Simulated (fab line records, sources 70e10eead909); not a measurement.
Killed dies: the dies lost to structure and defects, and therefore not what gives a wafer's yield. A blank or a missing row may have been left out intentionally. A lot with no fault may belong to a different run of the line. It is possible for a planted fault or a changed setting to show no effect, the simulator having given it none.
fab line records	flow nandHarc
[record] lots = 15	wafers = 45	lastDay = 33
route steps=1302 shown A_CHANNEL_HOLE_D1@479 A_CHANNEL_FILL_D1@493 A_DECK1_JOINT@528
lots with no fault: from the same line, run without faults
startH: the number of hours between the record's first day and the start of the first shown wafer of the lot	waitH: hours elapsed since this lot's preceding step	" repeats the value in the row above	L1.1+2: a row that stands for several wafers	- no value, or no start given	* or withheld: withheld	< > ~ a bound
route shown NAME@n: NAME is a module with steps in the file, n the number in the route of the first one	usual: mean/standard deviation taken from wafers without a fault	same: alike in all rows	chamber/n: place in a boat	sites: readings site by site	_std_site: standard deviation of those values	_edge_site: inner sites' mean taken away from outer sites' mean	radiusMm: for every site, how far away it sits from the centre of the wafer	mask NAME#n: copy n	behind: the most recent tool/chamber to have shaped the wafer	hold: cause of the lot's hold/its duration in hours/its outcome	device: the n, p or np transistor that did not switch	end of line: the same wafers' tests at the end of the route	step lacking rows: just its recipe	killed: at the first sort, the dies lost to defects and structure; wafer yield is something else	map: shows each die of a wafer: x if killed, . if not, _ if none is there
set.NAME: the setting as run; set.NAME@STEP: as run at that earlier step	model.NAME: the simulator's own value behind a step, which no gauge read
route steps across a sampled set of lots; one table per step, one row per wafer
services: the hour from which a tool's chamber was out of use, counted from the record's first day as startH (under 0 if before that day), plus the number of hours and why
[[steps]]
[step NHARC_A_CHANNEL_HOLE_D1_ETCH_33]
[recipe] biasV = 400	sourceW = 2000	pressureMtorr = 25	timeS = 90	arFlowSccm = 375	c4f8FlowSccm = 41.7	o2FlowSccm = 83.3	tempC = -20	targetDepthA = 4000	chemistry = C4F8/O2/Ar
[usual] chamberPressureMTorr = 24.999/0.025	drypumpMotorCurrentA = 5.85/0.27	mfcArSccm = 375.0/1.1	showerheadPlenumPTorr = 3.62/0.16	throttleValvePct = 27.619/0.0089
lot.wafer	tool	chamber	startH	waitH	chamberPressureMTorr	drypumpMotorCurrentA	mfcArSccm	rfHoursCounterH	showerheadPlenumPTorr	throttleValvePct
L907.2	harEtch-01	0	193.50	0.2	24.976	6.00	374.4	95	3.57	27.619
L907.4	"	0	"	"	25.025	6.01	373.3	-	3.57	27.603
L907.6	"	1	"	"	25.122	6.09	375.1	-	3.77	27.628
L909.1	harEtch-02	1	199.02	0.2	24.991	5.47	375.4	298	3.51	27.607
L909.2	"	0	"	"	25.029	5.79	375.0	313	3.43	27.625
L909.3	"	0	"	"	25.006	5.74	374.1	-	3.43	27.621
L910.2	harEtch-01	1	216.44	0.2	25.010	6.12	374.4	107	3.76	27.615
L910.3	"	1	"	"	24.998	6.12	374.1	-	3.76	27.606
L910.4	"	0	"	"	24.984	6.00	373.0	-	3.56	27.605
L911.1	harEtch-01	1	230.42	0.2	25.007	6.08	374.8	115	3.76	27.633
L911.2	"	0	"	"	25.016	5.98	375.5	115	3.56	27.610
L911.6	"	0	"	"	24.997	5.99	373.6	-	3.56	27.626
L912.2	harEtch-02	0	245.73	0.2	24.989	5.79	375.2	340	3.42	27.615
L912.1	"	1	"	"	24.999	5.45	375.4	325	3.50	27.616
L912.6	"	1	"	"	25.058	5.43	375.7	-	3.50	27.622
L913.2	harEtch-01	0	246.67	0.2	24.984	6.00	375.1	126	3.55	27.633
L913.1	"	1	"	"	25.001	6.13	374.9	126	3.75	27.618
L913.4	"	0	"	"	24.985	5.99	375.4	-	3.55	27.633
L916.2	harEtch-01	1	281.68	0.2	24.952	6.13	373.5	145	3.74	27.617
L916.3	"	1	"	"	24.998	6.14	374.7	-	3.74	27.629
L916.4	"	0	"	"	25.044	6.01	376.8	-	3.54	27.615
L917.1	harEtch-02	1	286.43	0.3	24.979	5.45	374.5	356	3.48	27.615
L917.2	"	1	"	"	24.995	5.44	372.8	-	3.48	27.606
L917.6	"	1	"	"	24.988	5.45	373.4	-	3.48	27.618
L918.1	harEtch-02	1	294.86	0.3	24.974	5.46	375.8	364	3.48	27.615
L918.4	"	1	"	"	24.994	5.47	378.9	-	3.48	27.613
L918.6	"	1	"	"	24.968	5.46	377.9	-	3.48	27.624
L920.2	harEtch-02	0	314.65	0.2	24.986	5.75	375.4	355	3.97	27.623
L920.1	"	1	"	"	24.980	5.46	374.5	380	3.47	27.619
L920.3	"	1	"	"	25.009	5.46	374.4	-	3.47	27.622
L922.4	harEtch-02	0	331.97	0.2	25.017	5.77	374.5	-	3.97	27.619
L922.3	"	1	"	"	24.981	5.44	374.7	-	3.47	27.621
L922.6	"	0	"	"	24.978	5.75	373.9	-	3.97	27.630
L926.2	harEtch-02	1	378.39	0.2	25.029	5.45	373.5	418	3.45	27.613
L926.4	"	1	"	"	25.007	5.45	373.7	-	3.45	27.625
L926.6	"	0	"	"	25.013	5.76	375.3	-	3.95	27.612
L927.1	harEtch-01	1	390.27	0.2	24.991	6.13	377.1	209	3.71	27.612
L927.6	"	1	"	"	24.979	6.13	376.1	-	3.71	27.636
L927.5	"	0	"	"	25.004	6.02	376.2	-	3.51	27.604
L928.1	harEtch-01	1	394.47	0.2	24.967	6.10	375.3	213	3.70	27.616
L928.4	"	1	"	"	25.000	6.12	375.2	-	3.70	27.619
L928.6	"	0	"	"	25.017	6.00	374.1	-	3.51	27.626
L930.2	harEtch-01	0	418.21	0.2	24.996	6.01	375.0	229	3.50	27.612
L930.4	"	0	"	"	24.997	6.01	375.1	-	3.50	27.643
L930.6	"	0	"	"	25.014	6.01	374.8	-	3.50	27.621
[step NHARC_A_CHANNEL_FILL_D1_ALD_03]
[recipe] targetThkA = 60	pulseTimeS = 60	aldCycles = 58	tempC = 630	pressureTorr = 2	material = SiNx
[usual] precursorPulseHeightRel = 1.000/0.022
lot.wafer	tool	chamber	startH	waitH	precursorPulseHeightRel
L907.2	aldSinBatch-03	0	-	-	0.995
L907.4	"	0	"	"	0.982
L907.6	"	0	"	"	1.002
L909.1	aldSinBatch-01	0	-	-	0.991
L909.2	"	0	"	"	0.977
L909.3	"	0	"	"	1.034
L910.2	aldSinBatch-03	0	-	-	0.982
L910.3	"	0	"	"	0.992
L910.4	"	0	"	"	0.976
L911.1	aldSinBatch-02	0	-	-	1.021
L911.2	"	0	"	"	1.012
L911.6	"	0	"	"	0.980
L912.1	aldSinBatch-03	0	-	-	0.996
L912.2	"	0	"	"	1.022
L912.6	"	0	"	"	1.014
L913.1	aldSinBatch-03	0	-	-	0.996
L913.2	"	0	"	"	1.007
L913.4	"	0	"	"	0.985
L916.2	aldSinBatch-01	0	-	-	0.994
L916.3	"	0	"	"	0.996
L916.4	"	0	"	"	1.000
L917.1	aldSinBatch-01	0	-	-	1.015
L917.2	"	0	"	"	0.958
L917.6	"	0	"	"	0.986
L918.1	aldSinBatch-03	0	-	-	1.033
L918.4	"	0	"	"	1.027
L918.6	"	0	"	"	1.015
L920.1	aldSinBatch-01	0	-	-	0.970
L920.2	"	0	"	"	1.025
L920.3	"	0	"	"	1.034
L922.3	aldSinBatch-03	0	-	-	0.986
L922.4	"	0	"	"	0.976
L922.6	"	0	"	"	0.983
L926.2	aldSinBatch-01	0	-	-	1.030
L926.4	"	0	"	"	1.022
L926.6	"	0	"	"	0.971
L927.1	aldSinBatch-01	0	-	-	0.994
L927.5	"	0	"	"	0.991
L927.6	"	0	"	"	0.988
L928.1	aldSinBatch-02	0	-	-	1.031
L928.4	"	0	"	"	1.001
L928.6	"	0	"	"	0.964
L930.2	aldSinBatch-03	0	-	-	1.034
L930.4	"	0	"	"	1.004
L930.6	"	0	"	"	0.950
[step NHARC_A_DECK1_JOINT_THK_MEAS_14]
[recipe] thkMeasGauge = ellipsometry
[usual] thkNm = 51.3/1.3
lot.wafer	tool	chamber	startH	waitH	thkNm
L907.2	filmMetro-02	-	257.13	0.2	52.1
L907.4	"	-	"	"	49.8
L907.6	"	-	"	"	51.0
L909.1	filmMetro-02	-	265.53	0.2	50.6
L909.2	"	-	"	"	50.1
L909.3	"	-	"	"	52.4
L910.2	filmMetro-01	-	279.05	0.2	52.5
L910.3	"	-	"	"	51.9
L910.4	"	-	"	"	52.1
L911.1	filmMetro-01	-	293.55	0.2	51.0
L911.2	"	-	"	"	51.0
L911.6	"	-	"	"	53.5
L912.1	filmMetro-01	-	306.17	0.2	50.4
L912.2	"	-	"	"	50.8
L912.6	"	-	"	"	50.0
L913.1	filmMetro-02	-	306.17	0.2	48.5
L913.2	"	-	"	"	48.9
L913.4	"	-	"	"	51.1
L916.2	filmMetro-02	-	344.10	0.2	52.2
L916.3	"	-	"	"	51.0
L916.4	"	-	"	"	52.3
L917.1	filmMetro-01	-	344.10	0.2	53.3
L917.2	"	-	"	"	53.0
L917.6	"	-	"	"	51.3
L918.1	filmMetro-02	-	356.48	0.2	53.2
L918.4	"	-	"	"	50.5
L918.6	"	-	"	"	51.4
L920.1	filmMetro-01	-	379.67	0.2	51.7
L920.2	"	-	"	"	53.6
L920.3	"	-	"	"	52.3
L922.3	filmMetro-01	-	392.60	0.2	51.3
L922.4	"	-	"	"	50.4
L922.6	"	-	"	"	50.7
L926.2	filmMetro-02	-	443.21	0.2	50.9
L926.4	"	-	"	"	50.1
L926.6	"	-	"	"	50.2
L927.1	filmMetro-02	-	450.59	0.2	52.6
L927.5	"	-	"	"	54.2
L927.6	"	-	"	"	49.6
L928.1	filmMetro-01	-	457.12	0.2	50.7
L928.4	"	-	"	"	48.6
L928.6	"	-	"	"	51.2
L930.2	filmMetro-02	-	481.50	0.2	51.9
L930.4	"	-	"	"	51.0
L930.6	"	-	"	"	49.8
[step NHARC_A_DECK1_JOINT_CMP_02]
[recipe] material = SiOx
[usual] edgeZonePressureFrac = 1.000/0.0058	motorCurrentA = 11.7/1
lot.wafer	tool	chamber	startH	waitH	edgeZonePressureFrac	motorCurrentA
L907.4	cmp-02	0	280.65	0.4	1.007	11.8
L907.2	"	2	"	"	0.994	10.5
L907.6	"	3	"	"	1.007	12.2
L909.3	cmp-03	1	286.19	0.4	0.996	11.0
L909.1	"	3	"	"	1.005	12.7
L909.2	"	0	"	"	0.999	13.4
L910.3	cmp-02	3	300.84	0.4	0.999	12.2
L910.2	"	1	"	"	1.010	11.3
L910.4	"	2	"	"	1.001	10.0
L911.2	cmp-04	1	320.75	0.4	0.999	12.0
L911.1	"	3	"	"	1.004	11.8
L911.6	"	2	"	"	0.996	11.8
L913.1	cmp-04	3	330.79	0.4	0.995	11.0
L913.4	"	0	"	"	1.006	11.4
L913.2	"	1	"	"	0.997	12.3
L912.2	cmp-03	2	330.84	0.4	0.990	10.4
L912.1	"	3	"	"	1.001	13.1
L912.6	"	0	"	"	1.004	13.6
L917.1	cmp-04	0	365.38	0.4	-	-
L917.2	"	2	"	"	-	-
L917.6	"	1	"	"	-	-
L916.4	cmp-03	1	365.38	0.4	-	-
L916.3	"	3	"	"	-	-
L916.2	"	0	"	"	-	-
L918.1	cmp-02	1	378.30	0.4	-	-
L918.4	"	0	"	"	-	-
L918.6	"	1	"	"	-	-
L920.1	cmp-03	2	401.74	0.4	1.000	10.9
L920.3	"	0	"	"	1.007	12.7
L920.2	"	1	"	"	0.998	10.8
L922.4	cmp-03	0	413.60	0.4	1.008	13.3
L922.3	"	2	"	"	1.001	10.6
L922.6	"	0	"	"	1.005	13.6
L926.4	cmp-03	0	465.71	0.4	0.995	13.2
L926.2	"	1	"	"	1.000	10.5
L926.6	"	3	"	"	1.005	13.1
L927.1	cmp-02	0	471.24	0.4	0.997	11.8
L927.5	"	0	"	"	1.003	12.2
L927.6	"	1	"	"	1.005	11.6
L928.4	cmp-02	1	477.97	0.4	0.994	11.6
L928.1	"	3	"	"	0.993	12.9
L928.6	"	2	"	"	1.007	10.3
L930.2	cmp-03	1	504.79	0.4	0.996	11.0
L930.4	"	2	"	"	0.998	10.3
L930.6	"	0	"	"	0.999	13.8
[[services]]
tool	chamber	startH	hours	kind
cmp-02	-	188.64	0.6	repair
cmp-04	-	209.00	4.0	pm
cmp-03	-	211.56	1.1	repair
cmp-04	-	216.95	1.2	repair
cmp-02	-	232.50	4.0	pm
cmp-02	-	244.57	3.6	repair
cmp-02	-	253.24	3.7	repair
cmp-03	-	260.16	4.0	pm
cmp-04	-	307.00	4.0	pm
cmp-02	-	330.50	4.0	pm
cmp-04	-	340.25	1.1	repair
cmp-03	-	355.21	0.9	repair
cmp-03	-	358.16	4.0	pm
cmp-04	-	360.35	0.5	repair
cmp-02	-	364.72	11.9	repair
cmp-03	-	372.30	3.4	repair
harEtch-02	-	378.54	17.0	pm
cmp-02	-	386.13	0.4	repair
cmp-03	-	407.53	1.3	repair
harEtch-01	-	420.10	1.0	repair
cmp-02	-	428.50	4.0	pm
cmp-03	-	456.16	4.0	pm
aldSinBatch-01	-	465.72	6.9	repair
cmp-02	-	497.03	0.3	repair
[[key]]
[firstSign] step = NHARC_A_DECK1_JOINT_CMP_02	reading = toolRecord	direction = missing
effect none on later readings
metAt NHARC_A_DECK1_JOINT_CMP_02
struckLots L916,L917,L918
laterRowsLeftOut L916.2,L916.3,L916.4,L917.1,L917.2,L917.6,L918.1,L918.4,L918.6
sortLeftOut L916.2,L916.3,L916.4,L917.1,L917.2,L917.6,L918.1,L918.4,L918.6
testerLeftOut L916,L917,L918
notActingAt NHARC_A_CHANNEL_HOLE_D1_ETCH_33,NHARC_A_CHANNEL_FILL_D1_ALD_03,NHARC_A_DECK1_JOINT_THK_MEAS_14
onsetBetween 330.84 365.38
[fault] kind = skippedStepWhole	tool = cmp-02,cmp-03,cmp-04	chamber = -	onsetH = 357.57	steps = NHARC_A_DECK1_JOINT_CMP_02	scope = struckLotsOnly
// testerLeftOut: of these lots the tester's yield and bins aren't shown, on N5 and GAA mostly nor the transistor test; their killed dies are dies lost to structure and defects alone, not to doping, threshold or leakage, so they don't give the yield
// sortLeftOut: the simulated sort isn't trusted on such a fault, so these wafers' sort isn't shown, and their yield isn't known
// laterRowsLeftOut: the simulator's readings of these wafers behind a module that went badly wrong aren't trusted and aren't shown, but for the sort
